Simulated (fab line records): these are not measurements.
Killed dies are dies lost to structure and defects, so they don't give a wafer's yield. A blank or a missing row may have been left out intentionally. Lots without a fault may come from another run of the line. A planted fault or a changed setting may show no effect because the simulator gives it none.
A lot that was struck, set against a sound lot :: flow nand_harc :: 20 steps out of a route of 1302
Sound: these wafers, L310.2, L310.5, L310.6. Struck: wafer L325.2 (left out: L325.4, L325.5 of the same lot, which were not struck); the cause appears at the end.
Per side, at each step with rows, come the tool, then ch with its chambers, and then its first start. Under that, the readings that differ: sound wafers :: struck wafers :: difference of the means :: sigmas: that difference in standard deviations of wafers without a fault.
alike: readings with means less than 2 such deviations apart, plus words and numbers identical on both sides. not compared: withheld readings, readings lacking a value on some wafer, bounds such as >300 that could conceal the same value, and numbers that have no deviation in the record and whose values overlap.
The two part at a step that has a row with sigmas, a row that says differs or no value, or rows on one side only. Numbers that have no deviation but don't overlap get no sigmas and don't part them. A reading that every wafer of one side lacks parts them only if that side has two wafers or more.

first, 1 step without rows for these wafers: NHARC_A_BLC_SRD_27.
NHARC_A_BLC_INSPECT_28:
  sound on defect_inspect-01, day 25 11:25; struck on defect_inspect-01, day 31 12:26
  alike: raw_defect_count
then, 9 steps without rows for these wafers: NHARC_A_M0_DEP_00 (deposits SiOC, target thk 150 nm); NHARC_A_M0_DEHYDRATE_01 (time 120 s); NHARC_A_M0_HMDS_02 (time 30 s); NHARC_A_M0_COAT_33 (time 65 s); NHARC_A_M0_COAT_03 (resist thk 90 nm); NHARC_A_M0_SOFTBAKE_04 (time 55 s); NHARC_A_M0_EBR_05; NHARC_A_M0_EXPOSE_06 (exposes mask A M0, target cd 80 nm); NHARC_A_M0_PEB_07 (peb time 65 s).
NHARC_A_M0_DEVELOP_08: develop time 35 s.
  sound on litho_track-04 ch 0, day 25 12:00; struck on litho_track-06 ch 0, day 31 13:00
  alike: chill_plate_temp_C
NHARC_A_M0_CD_MEAS_09 targets a cd of 80 nm.
  sound on cd_sem-02 ch 0, day 25 12:19; struck on cd_sem-03 ch 0, day 31 13:20
  alike: cd_nm
NHARC_A_M0_OVL_MEAS_10: pitch 160 nm.
  sound on overlay-01, day 25 12:25; struck on overlay-02, day 31 13:26
reading: overlay_x_nm (nm)
sound: -1.2 -1.4 -0.5
struck: 1.4
difference: +2.4
sigmas: +4
  alike: overlay_y_nm
NHARC_A_M0_INSPECT_11:
  sound on defect_inspect-02, day 25 12:26; struck on defect_inspect-02, day 31 13:28
  alike: raw_defect_count
NHARC_A_M0_DESCUM_14: chemistry O2, time 3 s.
  sound on rie_diel-02 ch 2,3, day 25 12:30; struck on rie_diel-02 ch 2, day 31 13:32
reading: throttle_valve_pct (%)
sound: 11.312 11.309 11.325
struck: 11.295
difference: -0.020
sigmas: -2
  alike: drypump_motor_current_A, oes_product_au, rf_vpp_V, showerhead_plenum_p_Torr
  not compared: rf_hours_counter_h, model.A_M0.cd_nm
NHARC_A_M0_ETCH_34: etches the open film in N2/H2, target depth 40 nm, overetch 12 nm, time 43.94 s.
  sound on rie_diel-02 ch 2,3, day 25 12:35; struck on rie_diel-02 ch 0, day 31 13:37
  alike: bias_w, drypump_motor_current_A, oes_product_au, rf_fwd_power_W, rf_vpp_V, showerhead_plenum_p_Torr, throttle_valve_pct
  not compared: rf_hours_counter_h
NHARC_A_M0_ETCH_15: etches the open film in C4F8/Ar, target depth 150 nm, overetch 15 nm, time 82.5 s.
  sound on rie_diel-02 ch 0,1,3; struck on rie_diel-02 ch 0
reading: bias_w (W)
sound: 298.1 299.3 298.3
struck: 301.1
difference: +2.5
sigmas: +3

reading: oes_product_au (a.u.)
sound: 0.965 0.978 0.968
struck: 0.921
difference: -0.049
sigmas: -2
  alike: rf_fwd_power_W, rf_vpp_V
  not compared: rf_hours_counter_h, model.A_M0.cd_nm
NHARC_A_M0_CD_MEAS_16:
  sound on cd_sem-03, day 25 12:49; struck on cd_sem-03, day 31 13:50
  alike: cd_nm
NHARC_END_SORT_01:
  sound on prober-01 ch 0, day 27 04:06; struck on prober-02 ch 0, day 33 12:43
  alike: defect_limited_yield, killed_at_array, killed_at_other, killed_at_periphery, killed_dies, killed_open, killed_short

== WHERE THEY PART ==
First at NHARC_A_M0_OVL_MEAS_10; last, within this record, at NHARC_A_M0_ETCH_15. Later steps at which nothing parts them and some readings are alike: NHARC_A_M0_CD_MEAS_16, NHARC_END_SORT_01.

WHY: what the simulator had put in
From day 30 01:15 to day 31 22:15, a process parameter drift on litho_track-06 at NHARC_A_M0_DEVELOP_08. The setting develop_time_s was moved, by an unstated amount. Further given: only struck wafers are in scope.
